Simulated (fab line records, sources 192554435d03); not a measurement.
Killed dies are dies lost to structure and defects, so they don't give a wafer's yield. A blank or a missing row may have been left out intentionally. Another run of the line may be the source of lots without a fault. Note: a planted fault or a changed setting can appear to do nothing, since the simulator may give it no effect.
Comparing a struck lot with a sound one + flow n5_finfet + 14 out of 1938 route steps
Sound: wafers L387.1, L387.2, L387.6. Struck: wafer L395.2. (L395.5 of the same lot was not struck and is left out.) The cause comes at the end.
For every step that has rows: the tool of each side, followed by ch and its chambers, followed by its first start. Under that, the readings that differ: sound wafers + struck wafers + difference of the means + sigmas: that difference in standard deviations of wafers without a fault.
alike: words and numbers the same on both sides, and readings whose means are apart by under 2 such deviations; not compared: readings that were withheld, readings missing a value for some wafer, numbers with overlapping values and no deviation given by the record, and bounds like >300 which may hide the same value.
A row with sigmas, a row that says differs or no value, or rows on one side alone: a step with any of these is where the two part. Numbers that don't overlap but have no deviation are shown without sigmas and don't part them. A reading missing from all wafers of one side parts the sides only when that side holds two or more wafers.

first, 1 step without rows for these wafers: N5_BEOL_M11_CURE_72 (cures SiCOH lowk, time 120 s).
N5_BEOL_M11_DEGAS_44: time 60 s.
  sound on pvd_sputter-01 at day 11 20:35; struck on pvd_sputter-01 at day 14 05:35
  alike: heater_power_w
N5_BEOL_M11_PRE_CLEAN_45: time 30 s.
  sound on pvd_sputter-01 at day 11 20:37; struck on pvd_sputter-01 at day 14 05:37
  alike: heater_power_w
N5_BEOL_M11_ALD_74: deposits TaN, target thk 2 nm, pulse time 2 s, purge time 3 s.
  sound on ald_metal-03 ch 0,3, day 11 20:44; struck on ald_metal-03 ch 0, day 14 05:41
  alike: heater_power_w, precursor_vessel_pressure_torr
N5_BEOL_M11_SURFACE_TREAT_76:
  sound on pvd_sputter-02 at day 11 21:18; struck on pvd_sputter-01 at day 14 06:02
  not compared: throttle_valve_pct
then, 4 steps without rows for these wafers: N5_BEOL_M11_CVD_75 (deposits Co from CCTBA/H2, target thk 2 nm, time 138.9 s); N5_BEOL_M11_SPUTTER_48 (material Cu, target thk 12 nm, time 2 s); N5_BEOL_M11_ECD_50 (material Cu, target thk 318 nm); N5_BEOL_M11_ANNEAL_51 (time 90 s).
N5_BEOL_M11_CMP_52: polishes, stops on SiCOH lowk, t overpolish 7 s, target thk 140 nm.
  sound on cmp-01 ch 1,2, day 11 22:37; struck on cmp-01 ch 2, day 14 06:53
| reading                   | sound                | struck | difference | sigmas |
|---------------------------|----------------------|--------|------------|--------|
| clearing_platen_rpm (rpm) | 49.973 50.006 49.982 | 50.055 | +0.068     | +2     |
| time_to_endpoint_s (s)    | 60.6 61.6 63.7       | 69.4   | +7.4       | +3     |
  alike: barrier_field_endpoint_s, motor_current_A, overpolish_run_s, slurry_flow_ml_min
N5_BEOL_M11_THK_MEAS_53: measures by xrf.
  sound on film_metro-01 at day 11 22:55; struck on film_metro-01 at day 14 07:11
  alike: M11_THK
then, 1 step without rows for these wafers: N5_BEOL_M11_PRE_CLEAN_55 (time 15 s).
N5_BEOL_M11_DEP_56: deposits SiCN from 3MS/NH3, target thk 30 nm, time 10.5 s.
  sound on pecvd-02 ch 0,1,2, day 11 22:58; struck on pecvd-02 ch 0, day 14 07:14
| reading                                   | sound          | struck | difference | sigmas |
|-------------------------------------------|----------------|--------|------------|--------|
| model.SiCN_of_BEOL_M11_DEP_56.thk_nm (nm) | 29.6 29.8 30.6 | 39.8   | +9.8       |        |
  alike: showerhead_plenum_p_Torr, throttle_valve_pct
N5_BEOL_M11_RS_MEAS_57: measurement is done with a four-point probe.
  sound on film_metro-01 at day 11 23:02; struck on film_metro-02 at day 14 07:19
  alike: M11_RS

WHERE THEY PART
N5_BEOL_M11_CMP_52 only, going by this record. Later steps at which nothing parts them and some readings are alike: N5_BEOL_M11_THK_MEAS_53, N5_BEOL_M11_DEP_56, N5_BEOL_M11_RS_MEAS_57.

WHY: what the simulator had put in
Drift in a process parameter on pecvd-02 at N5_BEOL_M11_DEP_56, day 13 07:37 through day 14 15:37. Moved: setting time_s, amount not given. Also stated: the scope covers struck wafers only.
